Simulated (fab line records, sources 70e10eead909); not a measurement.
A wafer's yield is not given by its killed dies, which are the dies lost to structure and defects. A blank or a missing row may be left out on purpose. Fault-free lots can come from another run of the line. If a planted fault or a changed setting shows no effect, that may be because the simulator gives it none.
Matching of chambers || flow nand_harc || cmp-01 running NHARC_A_SGD_CUT_CMP_21: 4 sister chambers
The step polishes, target thk 148.19 nm. 4 wafers are shown with their chamber, then 7 later ones without.

WAFERS WITH THEIR CHAMBER
{"wafer": "L080.1", "chamber": 1, "motor_current_A (A)": 11.8}
{"wafer": "L086.4", "chamber": 2, "motor_current_A (A)": 11.6}
{"wafer": "L089.4", "chamber": 3, "motor_current_A (A)": 12.8}
{"wafer": "L089.5", "chamber": 0, "motor_current_A (A)": 10.9}

WAFERS MISSING THEIR CHAMBER
{"wafer": "L089.6", "motor_current_A (A)": 12.6}
{"wafer": "L091.1", "motor_current_A (A)": 10.6}
{"wafer": "L091.3", "motor_current_A (A)": 12.5}
{"wafer": "L091.6", "motor_current_A (A)": 11.2}
{"wafer": "L094.3", "motor_current_A (A)": 11.9}
{"wafer": "L094.4", "motor_current_A (A)": 12.2}
{"wafer": "L094.6", "motor_current_A (A)": 12.0}

WHICH CHAMBER EACH ONE RAN IN
{"wafer": "L089.6", "from the rows above": 3, "in truth": 3}
{"wafer": "L091.1", "from the rows above": 0, "in truth": 0}
{"wafer": "L091.3", "from the rows above": "can't be placed: 3 or 1", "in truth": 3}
{"wafer": "L091.6", "from the rows above": "can't be placed: 0 or 2 or 1", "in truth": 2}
{"wafer": "L094.3", "from the rows above": "can't be placed: 1 or 2", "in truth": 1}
{"wafer": "L094.4", "from the rows above": "can't be placed: 1 or 2 or 3", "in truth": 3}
{"wafer": "L094.6", "from the rows above": "can't be placed: 1 or 2", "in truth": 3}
Correctly placed: 2 of 7. Cannot be placed on the basis of these rows: 5; the candidates contain the true chamber in 4. 0 placed wrongly.
How it was worked out, from the rows above alone: a wafer's distance from a chamber is the root of the sum, over the readings, of the square of ((its reading less the chamber's mean) divided by the reading's scatter). If the next closest chamber is less than 2 further off than the closest, the wafer can't be placed; otherwise it belongs to the closest. A chamber's mean is the mean of its shown wafers. The scatter: root of mean squared gap, hidden wafer to nearest shown wafer, with one shown wafer a chamber.
